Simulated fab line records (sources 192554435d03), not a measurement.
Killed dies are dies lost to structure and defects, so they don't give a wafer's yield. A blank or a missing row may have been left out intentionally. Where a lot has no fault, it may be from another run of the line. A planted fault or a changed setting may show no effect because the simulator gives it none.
fab line records -- flow n5Finfet -- part 1 of 2: steps 1 to 18 of 30
record lots=5, wafers=15, lastDay=18
route steps=1938 shown SD_EPI_N@271 SD_EPI_P@295
lots that met no fault: from a run of the same line without faults
startH: start of the lot's first displayed wafer, in hours after the record's first day -- waitH: how many hours have passed since the lot's step before this one -- " the same as in the row above -- L1.1+2: several wafers, shown together as one row -- - value missing, or start not given -- * or withheld: withheld -- < > ~ a bound
route shown NAME@n: a module of which the file shows steps, and the number in the route of the first -- usual: mean/standard deviation taken from wafers without a fault -- same: alike in all rows -- chamber/n: place in a boat -- sites: readings site by site -- _std_site: their standard deviation -- _edge_site: the outer-site mean with the inner-site mean subtracted -- radiusMm: for every site, how far away it sits from the centre of the wafer -- mask NAME#n: copy n -- behind: the most recent tool/chamber to have shaped the wafer -- hold: why the lot went on hold/how many hours it stayed there/how the hold came to an end -- device: whichever transistor did not switch (one of n, p or np) -- end of line: tests of these same wafers at the route's end -- a step without rows: its recipe alone -- killed: dies lost to structure and defects at the first sort, not the wafer's yield -- map: per-die view of a wafer (x killed, . not killed, _ where there is no die)
set.NAME: the setting as run; set.NAME@STEP: as run at that earlier step -- model.NAME: the simulator's own value behind a step, which no gauge read
a table for each step, a row for each wafer; lots at some steps of the route
services: from which hour (startH, from the record's first day; less than 0 if before it) a tool's chamber was out of use, for how many hours, and why
## steps
# step N5_SD_EPI_N_OVL_MEAS_10
# recipe pointsPerWafer=44
# usual SD_N_BLK_OVL=1.0/0.85
lot.wafer,tool,chamber,startH,waitH,SD_N_BLK_OVL[nm]
L074.1,overlay-02,0,50.15,0.0,1.9
L074.5,overlay-02,0,50.15,0.0,1.9
L074.6,overlay-02,0,50.15,0.0,2.0
L078.1,overlay-01,0,72.44,0.0,1.4
L078.2,overlay-01,0,72.44,0.0,0.9
L078.4,overlay-01,0,72.44,0.0,0.5
L080.3,overlay-02,0,96.02,0.0,0.5
L080.5,overlay-02,0,96.02,0.0,1.3
L080.6,overlay-02,0,96.02,0.0,0.5
L083.3,overlay-02,0,105.79,0.0,0.5
L083.4,overlay-02,0,105.79,0.0,0.2
L083.5,overlay-02,0,105.79,0.0,1.0
L097.2,overlay-01,0,188.52,0.0,1.6
L097.3,overlay-01,0,188.52,0.0,1.0
L097.6,overlay-01,0,188.52,0.0,0.5
# step N5_SD_EPI_N_INSPECT_11
# recipe mode=adi, inspectInstrument=macro
# usual rawDefectCount=1.9/1.4
lot.wafer,tool,chamber,startH,waitH,rawDefectCount
L074.1,defectInspect-01,-,50.17,0.0,1
L074.5,defectInspect-01,-,50.17,0.0,2
L074.6,defectInspect-01,-,50.17,0.0,1
L078.1,defectInspect-01,-,72.46,0.0,3
L078.2,defectInspect-01,-,72.46,0.0,0
L078.4,defectInspect-01,-,72.46,0.0,0
L080.3,defectInspect-01,-,96.04,0.0,2
L080.5,defectInspect-01,-,96.04,0.0,3
L080.6,defectInspect-01,-,96.04,0.0,1
L083.3,defectInspect-02,-,105.81,0.0,1
L083.4,defectInspect-02,-,105.81,0.0,5
L083.5,defectInspect-02,-,105.81,0.0,2
L097.2,defectInspect-01,-,188.54,0.0,2
L097.3,defectInspect-01,-,188.54,0.0,2
L097.6,defectInspect-01,-,188.54,0.0,2
# step N5_SD_EPI_N_DESCUM_14
# recipe chemistry=O2, timeS=7.9, sourcePowerW=50, biasPowerW=20, pressureMtorr=20, rfFrequencyHz=2.712e+07, tempC=40, resist=CAR-ArF-block, o2FlowSccm=225
# usual drypumpMotorCurrentA=5.6/0.4, oesProductAu=0.80/0.092, rfVppV=243.5/1.4, showerheadPlenumPTorr=2.12/0.062, throttleValvePct=20.32/0.2
# same timeS=7.9
lot.wafer,tool,chamber,startH,waitH,drypumpMotorCurrentA,oesProductAu,rfHoursCounterH,rfVppV,showerheadPlenumPTorr,throttleValvePct
L074.1,rieDiel-05,2,50.25,0.1,5.8,0.73,148,243.9,2.17,19.87
L074.5,rieDiel-05,0,50.25,0.1,5.6,1.01,-,245.8,2.24,20.20
L074.6,rieDiel-05,1,50.25,0.1,5.4,0.70,-,244.2,2.08,20.69
L078.1,rieDiel-05,2,72.50,0.0,5.8,0.74,155,244.4,2.16,19.88
L078.2,rieDiel-05,1,72.50,0.0,5.4,0.69,220,242.9,2.07,20.69
L078.4,rieDiel-05,3,72.50,0.0,5.7,0.73,164,244.3,2.10,20.38
L080.3,rieDiel-02,1,96.07,0.0,5.4,0.69,233,244.2,2.12,20.57
L080.5,rieDiel-02,0,96.07,0.0,5.4,0.84,-,244.4,2.12,20.14
L080.6,rieDiel-02,3,96.07,0.0,5.5,0.94,-,243.1,2.06,20.41
L083.3,rieDiel-02,1,105.85,0.0,5.4,0.68,237,244.0,2.12,20.58
L083.4,rieDiel-02,2,105.85,0.0,6.6,0.80,125,243.2,2.03,20.39
L083.5,rieDiel-02,0,105.85,0.0,5.4,0.82,-,243.5,2.12,20.17
L097.2,rieDiel-04,2,188.57,0.0,5.7,0.74,180,244.4,2.17,20.60
L097.3,rieDiel-04,3,188.57,0.0,5.0,0.89,40,245.5,2.23,20.21
L097.6,rieDiel-04,3,188.57,0.0,4.9,0.88,-,243.4,2.23,20.20
# step N5_SD_EPI_N_ETCH_34
# recipe chemistry=CF4, target=SiARC, targetDepthA=455, maskMaterial=CAR-ArF-block, timeS=75.8, ionEnergyEv=80, pressureMtorr=40, sourceW=545, biasW=36, Ar_flow_sccm=100, cf4FlowSccm=100, ends=cleared
# usual biasW=36.02/0.11, drypumpMotorCurrentA=5.6/0.4, etchRfOnTimeS=76.1/1.6, oesProductAu=0.68/0.08, rfVppV=184.3/1.2, showerheadPlenumPTorr=2.17/0.064, throttleValvePct=15.52/0.24
lot.wafer,tool,chamber,startH,waitH,biasW,drypumpMotorCurrentA,etchRfOnTimeS,oesProductAu,rfHoursCounterH,rfVppV,showerheadPlenumPTorr,throttleValvePct
L074.1,rieDiel-05,2,50.28,0.0,35.98,5.8,75.6,0.64,148,183.7,2.22,15.24
L074.5,rieDiel-05,0,50.28,0.0,36.10,5.6,76.0,0.85,-,185.6,2.28,15.37
L074.6,rieDiel-05,1,50.28,0.0,35.90,5.4,75.9,0.60,-,183.9,2.13,15.87
L078.1,rieDiel-05,2,72.53,0.0,36.01,5.7,75.4,0.63,155,185.7,2.22,15.23
L078.2,rieDiel-05,1,72.53,0.0,36.07,5.4,76.4,0.59,220,185.1,2.12,15.88
L078.4,rieDiel-05,3,72.53,0.0,36.01,5.7,78.0,0.62,164,183.5,2.14,15.50
L080.3,rieDiel-02,1,96.11,0.0,36.04,5.4,78.5,0.58,233,185.0,2.20,16.00
L080.5,rieDiel-02,0,96.11,0.0,35.88,5.4,75.0,0.71,-,182.9,2.17,15.37
L080.6,rieDiel-02,3,96.11,0.0,36.04,5.5,75.8,0.79,-,184.7,2.12,15.58
L083.3,rieDiel-02,1,105.88,0.0,36.11,5.4,79.5,0.57,237,184.8,2.20,16.00
L083.4,rieDiel-02,2,105.88,0.0,36.15,6.6,76.3,0.67,125,183.2,2.06,15.45
L083.5,rieDiel-02,0,105.88,0.0,35.82,5.4,77.6,0.69,-,183.8,2.17,15.37
L097.2,rieDiel-04,2,188.61,0.0,36.11,5.7,74.6,0.63,180,185.3,2.23,15.79
L097.3,rieDiel-04,3,188.61,0.0,35.96,5.0,75.2,0.77,40,184.8,2.26,15.25
L097.6,rieDiel-04,3,188.61,0.0,35.94,4.9,75.1,0.77,-,186.4,2.26,15.24
# step N5_SD_EPI_N_ETCH_35
# recipe chemistry=N2/H2, target=SOC, overetchA=1080, maskMaterial=SiARC, tempC=40, ionEnergyEv=100, sourceW=3000, biasW=133, pressureMtorr=20, timeS=486, n2FlowSccm=200, h2FlowSccm=200
# usual biasW=133.0/0.31, drypumpMotorCurrentA=5.6/0.4, oesProductAu=0.71/0.08, rfVppV=241.1/1.3, showerheadPlenumPTorr=2.57/0.081, throttleValvePct=23.7/0.33
# same timeS=486
lot.wafer,tool,chamber,startH,waitH,biasW,drypumpMotorCurrentA,oesProductAu,rfHoursCounterH,rfVppV,showerheadPlenumPTorr,throttleValvePct
L074.1,rieDiel-05,2,50.34,0.0,132.3,5.8,0.67,148,240.5,2.64,23.0
L074.5,rieDiel-05,0,50.34,0.0,132.9,5.5,0.89,-,242.5,2.73,23.8
L074.6,rieDiel-05,1,50.34,0.0,133.2,5.4,0.63,-,240.5,2.52,24.2
L078.1,rieDiel-05,2,72.59,0.0,133.4,5.8,0.66,155,242.4,2.64,23.1
L078.2,rieDiel-05,1,72.59,0.0,132.9,5.4,0.63,220,239.1,2.52,24.2
L078.4,rieDiel-05,3,72.59,0.0,132.6,5.7,0.66,164,240.4,2.51,23.3
L080.3,rieDiel-02,1,96.17,0.0,133.0,5.4,0.62,233,242.2,2.62,24.2
L080.5,rieDiel-02,0,96.17,0.0,133.2,5.4,0.74,-,241.4,2.57,23.5
L080.6,rieDiel-02,3,96.17,0.0,132.7,5.5,0.84,-,239.6,2.49,23.8
L083.3,rieDiel-02,1,105.94,0.0,133.0,5.4,0.62,237,241.1,2.62,24.2
L083.4,rieDiel-02,2,105.94,0.0,132.8,6.6,0.70,125,239.3,2.43,23.7
L083.5,rieDiel-02,0,105.94,0.0,132.6,5.4,0.74,-,241.0,2.57,23.5
L097.2,rieDiel-04,2,188.67,0.0,132.6,5.7,0.66,180,240.9,2.63,24.2
L097.3,rieDiel-04,3,188.67,0.0,133.5,5.0,0.80,40,242.6,2.70,23.8
L097.6,rieDiel-04,3,188.67,0.0,133.3,5.0,0.80,-,243.4,2.70,23.8
# step N5_SD_EPI_N_STRIP_36
# recipe chemistry=N2/H2, tempC=40, n2FlowSccm=200, h2FlowSccm=200, rfFrequencyHz=6e+07
lot.wafer,tool,chamber,startH,waitH
L074.1+5+6,rieDiel-05,"2,0,1",50.65,0.2
L078.1+2+4,rieDiel-05,"2,1,3",72.90,0.2
L080.3+5+6,rieDiel-02,"1,0,3",96.48,0.2
L083.3+4+5,rieDiel-02,"1,2,0",106.25,0.2
L097.2+3+6,rieDiel-04,"2,3,3",188.98,0.2
# step N5_SD_EPI_N_ETCHBACK_44
# recipe chemistry=CH3F/O2, mode=anisotropicEtchback, target=SiNx, targetDepthA=145, stopOn=SiO2, overEtchFrac=0.3, ionEnergyEv=120, pressureMtorr=30, sourceW=395, biasW=73, Ar_flow_sccm=150, CH3F_flow_sccm=30, O2_flow_sccm=20
# usual CH3F_flow_sccm=30.01/0.08, biasW=72.98/0.21, drypumpMotorCurrentA=5.6/0.39, oesProductAu=0.68/0.076, rfVppV=297/5.1, showerheadPlenumPTorr=2.02/0.063, throttleValvePct=16.24/0.23
lot.wafer,tool,chamber,startH,waitH,CH3F_flow_sccm,biasW,drypumpMotorCurrentA,oesProductAu,rfHoursCounterH,rfVppV,showerheadPlenumPTorr,throttleValvePct
L074.1,rieDiel-05,2,50.66,0.0,30.00,72.68,5.8,0.63,148,293,2.08,15.94
L074.5,rieDiel-05,0,50.66,0.0,29.97,73.04,5.6,0.84,-,298,2.11,16.00
L074.6,rieDiel-05,1,50.66,0.0,30.00,72.80,5.4,0.60,-,298,1.97,16.55
L078.1,rieDiel-05,2,72.91,0.0,30.05,73.14,5.8,0.63,155,294,2.08,15.97
L078.2,rieDiel-05,1,72.91,0.0,29.95,72.86,5.4,0.60,220,298,1.97,16.55
L078.4,rieDiel-05,3,72.91,0.0,30.00,72.97,5.7,0.63,164,305,2.00,16.20
L080.3,rieDiel-02,1,96.49,0.0,29.97,73.11,5.4,0.59,233,303,2.06,16.69
L080.5,rieDiel-02,0,96.49,0.0,30.06,72.97,5.4,0.71,-,297,2.03,16.08
L080.6,rieDiel-02,3,96.49,0.0,30.11,72.70,5.5,0.81,-,289,1.97,16.32
L083.3,rieDiel-02,1,106.26,0.0,30.09,72.52,5.4,0.59,237,303,2.06,16.71
L083.4,rieDiel-02,2,106.26,0.0,29.99,72.83,6.6,0.67,125,299,1.92,16.17
L083.5,rieDiel-02,0,106.26,0.0,29.98,73.17,5.4,0.70,-,296,2.02,16.08
L097.2,rieDiel-04,2,188.99,0.0,30.11,72.84,5.7,0.62,181,288,2.08,16.55
L097.3,rieDiel-04,3,188.99,0.0,29.98,73.01,4.9,0.76,40,297,2.13,16.09
L097.6,rieDiel-04,3,188.99,0.0,30.03,72.97,5.0,0.76,-,299,2.13,16.10
# step N5_SD_EPI_N_ETCH_45
# recipe chemistry=CH3F/O2, target=SiOCN, targetDepthA=60, maskMaterial=SOC, ionEnergyEv=60, biasW=29, pressureMtorr=15, sourceW=410, Ar_flow_sccm=150, CH3F_flow_sccm=30, O2_flow_sccm=20
# usual CH3F_flow_sccm=30.02/0.089, biasW=29.00/0.089, drypumpMotorCurrentA=5.6/0.39, oesProductAu=0.80/0.092, rfVppV=127.7/1.1, showerheadPlenumPTorr=2.02/0.063, throttleValvePct=23.21/0.26
lot.wafer,tool,chamber,startH,waitH,CH3F_flow_sccm,biasW,drypumpMotorCurrentA,oesProductAu,rfHoursCounterH,rfVppV,showerheadPlenumPTorr,throttleValvePct
L074.1,rieDiel-05,2,50.76,0.1,29.98,28.88,5.8,0.74,148,129.0,2.07,22.78
L074.5,rieDiel-05,0,50.76,0.1,30.13,29.03,5.6,0.99,-,128.3,2.11,22.90
L074.6,rieDiel-05,1,50.76,0.1,30.21,29.07,5.4,0.71,-,127.2,1.97,23.53
L078.1,rieDiel-05,2,73.01,0.1,29.98,29.00,5.8,0.73,155,128.1,2.07,22.80
L078.2,rieDiel-05,1,73.01,0.1,30.07,29.03,5.4,0.71,220,127.0,1.97,23.55
L078.4,rieDiel-05,3,73.01,0.1,30.22,28.99,5.7,0.74,164,126.6,1.99,23.15
L080.3,rieDiel-02,1,96.59,0.1,29.92,28.95,5.4,0.68,233,128.0,2.05,23.66
L080.5,rieDiel-02,0,96.59,0.1,29.99,28.90,5.4,0.82,-,127.5,2.02,23.09
L080.6,rieDiel-02,3,96.59,0.1,29.94,28.92,5.5,0.92,-,127.5,1.97,23.38
L083.3,rieDiel-02,1,106.36,0.1,30.04,28.91,5.4,0.68,237,126.9,2.05,23.67
L083.4,rieDiel-02,2,106.36,0.1,29.87,29.04,6.6,0.78,125,125.8,1.91,23.11
L083.5,rieDiel-02,0,106.36,0.1,30.10,28.89,5.4,0.82,-,127.1,2.02,23.08
L097.2,rieDiel-04,2,189.09,0.1,29.98,28.96,5.7,0.74,181,126.7,2.08,23.61
L097.3,rieDiel-04,3,189.09,0.1,30.10,29.04,5.0,0.89,40,128.4,2.13,23.14
L097.6,rieDiel-04,3,189.09,0.1,30.19,29.14,5.0,0.90,-,127.4,2.13,23.15
# step N5_SD_EPI_N_ETCH_16
# recipe chemistry=CHF3/O2, target=SiO2, targetDepthA=50, maskMaterial=SOC, pressureMtorr=30, sourceW=650, biasW=170, Ar_flow_sccm=200, CHF3_flow_sccm=50, O2_flow_sccm=5, ionEnergyEv=200
# usual biasW=169.9/0.48, drypumpMotorCurrentA=5.6/0.39, oesProductAu=0.79/0.091, rfVppV=523/9.2, showerheadPlenumPTorr=2.44/0.073, throttleValvePct=18.79/0.24
lot.wafer,tool,chamber,startH,waitH,biasW,drypumpMotorCurrentA,oesProductAu,rfHoursCounterH,rfVppV,showerheadPlenumPTorr,throttleValvePct
L074.1,rieDiel-05,2,50.86,0.1,169.6,5.8,0.73,148,519,2.51,18.50
L074.5,rieDiel-05,0,50.86,0.1,170.1,5.5,0.97,-,525,2.54,18.54
L074.6,rieDiel-05,1,50.86,0.1,169.8,5.4,0.71,-,523,2.37,19.05
L078.1,rieDiel-05,2,73.11,0.1,169.9,5.8,0.73,155,518,2.51,18.53
L078.2,rieDiel-05,1,73.11,0.1,169.8,5.4,0.70,220,524,2.37,19.05
L078.4,rieDiel-05,3,73.11,0.1,169.8,5.7,0.74,164,540,2.40,18.69
L080.3,rieDiel-02,1,96.69,0.1,170.0,5.4,0.68,233,537,2.48,19.25
L080.5,rieDiel-02,0,96.69,0.1,169.2,5.4,0.82,-,523,2.43,18.59
L080.6,rieDiel-02,3,96.69,0.1,169.4,5.5,0.93,-,507,2.38,18.93
L083.3,rieDiel-02,1,106.46,0.1,170.0,5.4,0.67,237,536,2.48,19.25
L083.4,rieDiel-02,2,106.46,0.1,169.3,6.6,0.79,125,527,2.32,18.71
L083.5,rieDiel-02,0,106.46,0.1,168.9,5.4,0.81,-,524,2.43,18.60
L097.2,rieDiel-04,2,189.19,0.1,169.7,5.7,0.73,181,509,2.51,19.12
L097.3,rieDiel-04,3,189.19,0.1,169.8,5.0,0.89,40,527,2.56,18.66
L097.6,rieDiel-04,3,189.19,0.1,170.2,5.0,0.88,-,525,2.56,18.68
# step N5_SD_EPI_N_STRIP_47
# recipe chemistry=CHF3/O2, resist=SiARC, rfFrequencyHz=6e+07
lot.wafer,tool,chamber,startH,waitH
L074.1+5+6,rieDiel-05,"2,0,1",50.90,0.0
L078.1+2+4,rieDiel-05,"2,1,3",73.15,0.0
L080.3+5+6,rieDiel-02,"1,0,3",96.73,0.0
L083.3+4+5,rieDiel-02,"1,2,0",106.50,0.0
L097.2+3+6,rieDiel-04,"2,3,3",189.23,0.0
# step N5_SD_EPI_N_SD_RECESS_17
# recipe chemistry=HBr/Cl2/O2, targetDepthA=410, maskMaterial=SOC, timeS=23.7, btTimeS=3, pressureMtorr=10, icpW=800, biasW=112, HBr_flow_sccm=150, Cl2_flow_sccm=80, O2_flow_sccm=12
# usual biasW=112.0/0.38, drypumpMotorCurrentA=5.7/0.34, oesProductAu=1.007/0.015, throttleValvePct=37.08/0.25
# same timeS=23.7
lot.wafer,tool,chamber,startH,waitH,biasW,drypumpMotorCurrentA,oesProductAu,rfHoursCounterH,throttleValvePct
L074.1,rieSi-04,1,50.94,0.0,112.1,5.6,0.991,61,36.91
L074.5,rieSi-04,1,50.94,0.0,111.7,5.6,0.994,-,36.92
L074.6,rieSi-04,3,50.94,0.0,111.8,5.9,1.027,-,37.17
L078.1,rieSi-04,0,73.18,0.0,112.8,5.9,1.004,32,37.10
L078.2,rieSi-04,3,73.18,0.0,111.8,5.9,1.025,180,37.18
L078.4,rieSi-04,1,73.18,0.0,111.4,5.6,0.998,61,36.93
L080.3,rieSi-06,2,96.77,0.0,112.2,5.0,1.017,65,37.00
L080.5,rieSi-06,2,96.77,0.0,112.3,5.0,1.032,-,36.99
L080.6,rieSi-06,3,96.77,0.0,112.8,6.2,1.008,-,37.76
L083.3,rieSi-04,0,106.53,0.0,112.5,6.0,1.006,32,37.11
L083.4,rieSi-04,1,106.53,0.0,112.0,5.6,0.998,62,36.92
L083.5,rieSi-04,0,106.53,0.0,112.1,5.9,0.999,-,37.11
L097.2,rieSi-03,2,189.26,0.0,112.3,6.0,1.013,104,37.13
L097.3,rieSi-03,0,189.26,0.0,112.2,5.6,0.983,110,37.43
L097.6,rieSi-03,2,189.26,0.0,111.9,6.0,1.018,-,37.12
# step N5_SD_EPI_N_STRIP_38
# recipe chemistry=N2/H2, powerW=1000, tempC=250, h2Frac=0.65, overashFraction=0.3, pressureMtorr=withheld, n2FlowSccm=1750, h2FlowSccm=3250
# usual drypumpMotorCurrentA=5.8/0.35, heaterPowerW=345/11, oesProductAu=0.760/0.011
lot.wafer,tool,chamber,startH,waitH,drypumpMotorCurrentA,heaterPowerW,oesProductAu,rfHoursCounterH
L074.1,plasmaAsher-01,0,51.03,0.1,5.2,342,0.758,30
L074.5,plasmaAsher-01,1,51.03,0.1,5.9,350,0.744,-
L074.6,plasmaAsher-01,0,51.03,0.1,5.2,334,0.745,-
L078.1,plasmaAsher-01,0,73.28,0.1,5.2,322,0.773,37
L078.2,plasmaAsher-01,1,73.28,0.1,5.9,357,0.765,37
L078.4,plasmaAsher-01,1,73.28,0.1,5.9,357,0.759,-
L080.3,plasmaAsher-02,1,96.88,0.1,6.2,338,0.750,-
L080.5,plasmaAsher-02,1,96.88,0.1,6.2,342,0.763,-
L080.6,plasmaAsher-02,0,96.88,0.1,5.7,358,0.754,-
L083.3,plasmaAsher-02,1,106.65,0.1,6.2,337,0.760,-
L083.4,plasmaAsher-02,0,106.65,0.1,5.7,357,0.762,-
L083.5,plasmaAsher-02,0,106.65,0.1,5.7,353,0.760,-
L097.2,plasmaAsher-02,0,189.36,0.1,5.7,349,0.765,120
L097.3,plasmaAsher-02,1,189.36,0.1,6.2,333,0.750,-
L097.6,plasmaAsher-02,0,189.36,0.1,5.6,355,0.757,-
# step N5_SD_EPI_N_WET_ETCH_43
# recipe chemistry=dHF, dilution=withheld, timeS=14, target=SiO2, targetDepthA=15, tempC=25
# same timeS=14
lot.wafer,tool,chamber,startH,waitH
L074.1+5+6,wetBench-02,"2,0,7",51.12,-
L078.1+2+4,wetBench-02,"1,7,5",73.37,-
L080.3+5+6,wetBench-02,"1,5,4",96.95,-
L083.3+4+5,wetBench-02,"7,2,1",106.71,-
L097.2+3+6,wetBench-02,"7,1,0",189.44,-
# step N5_SD_EPI_N_STRIP_18
# recipe chemistry=SPM, timeS=750, tempC=130, h2so4H2o2VolRatio=4
# same timeS=750
lot.wafer,tool,chamber,startH,waitH
L074.1+5+6,wetBench-02,"2,0,7",51.12,0.0
L078.1+2+4,wetBench-02,"1,7,5",73.37,0.0
L080.3+5+6,wetBench-02,"1,5,4",96.96,0.0
L083.3+4+5,wetBench-02,"7,2,1",106.72,0.0
L097.2+3+6,wetBench-02,"7,1,0",189.45,0.0
# step N5_SD_EPI_N_SRD_20
# recipe dry=ipaMarangoni, doPpb=5, timeS=30, tempC=23, rinseLiquid=diw
# same timeS=30
lot.wafer,tool,chamber,startH,waitH
L074.1+5+6,wetBench-02,"2,0,7",51.33,0.0
L078.1+2+4,wetBench-02,"1,7,5",73.58,0.0
L080.3+5+6,wetBench-02,"1,5,4",97.16,0.0
L083.3+4+5,wetBench-02,"7,2,1",106.93,0.0
L097.2+3+6,wetBench-02,"7,1,0",189.68,0.0
# step N5_SD_EPI_N_PRECLEAN_48
# recipe chemistry=NF3:NH3, afsCycles=2, tempC=30, timeS=20, sublimationTempC=180, sublimationTimeS=60, pressureTorr=3, rfPowerW=30
# same timeS=20
lot.wafer,tool,chamber,startH,waitH
L074.1+5+6,epiRpcvd-01,0,51.38,0.0
L078.1+2+4,epiRpcvd-04,0,73.63,0.0
L080.3+5+6,epiRpcvd-01,0,97.33,0.2
L083.3+4+5,epiRpcvd-04,0,107.10,0.2
L097.2+3+6,epiRpcvd-04,0,189.79,0.1
# step N5_SD_EPI_N_VAPOR_ETCH_50
# recipe chemistry=HCl, target=Si, tempC=775, timeS=54, pressureTorr=20, mode=isotropic
# usual throttleValvePct=11.42/0.17
# same timeS=54
lot.wafer,tool,chamber,startH,waitH,throttleValvePct
L074.1,epiRpcvd-01,0,51.74,0.3,11.43
L074.5,epiRpcvd-01,0,51.74,0.3,11.45
L074.6,epiRpcvd-01,0,51.74,0.3,11.53
L078.1,epiRpcvd-04,0,73.99,0.3,11.53
L078.2,epiRpcvd-04,0,73.99,0.3,11.42
L078.4,epiRpcvd-04,0,73.99,0.3,11.55
L080.3,epiRpcvd-01,0,97.63,0.2,11.46
L080.5,epiRpcvd-01,0,97.63,0.2,11.66
L080.6,epiRpcvd-01,0,97.63,0.2,11.46
L083.3,epiRpcvd-04,0,107.40,0.2,11.16
L083.4,epiRpcvd-04,0,107.40,0.2,11.39
L083.5,epiRpcvd-04,0,107.40,0.2,11.28
L097.2,epiRpcvd-04,0,190.12,0.3,11.16
L097.3,epiRpcvd-04,0,190.12,0.3,11.24
L097.6,epiRpcvd-04,0,190.12,0.3,11.44
# step N5_SD_EPI_N_EPI_21
# recipe material=Si:P, dopant=P, tempC=680, pressureTorr=255, timeS=690
# same epiGrowthTimeS=690, timeS=690
lot.wafer,tool,chamber,startH,waitH
L074.1+5+6,epiRpcvd-01,0,51.92,0.1
L078.1+2+4,epiRpcvd-04,0,74.17,0.1
L080.3+5+6,epiRpcvd-01,0,98.31,0.7
L083.3+4+5,epiRpcvd-04,0,108.08,0.7
L097.2+3+6,epiRpcvd-04,0,190.55,0.4
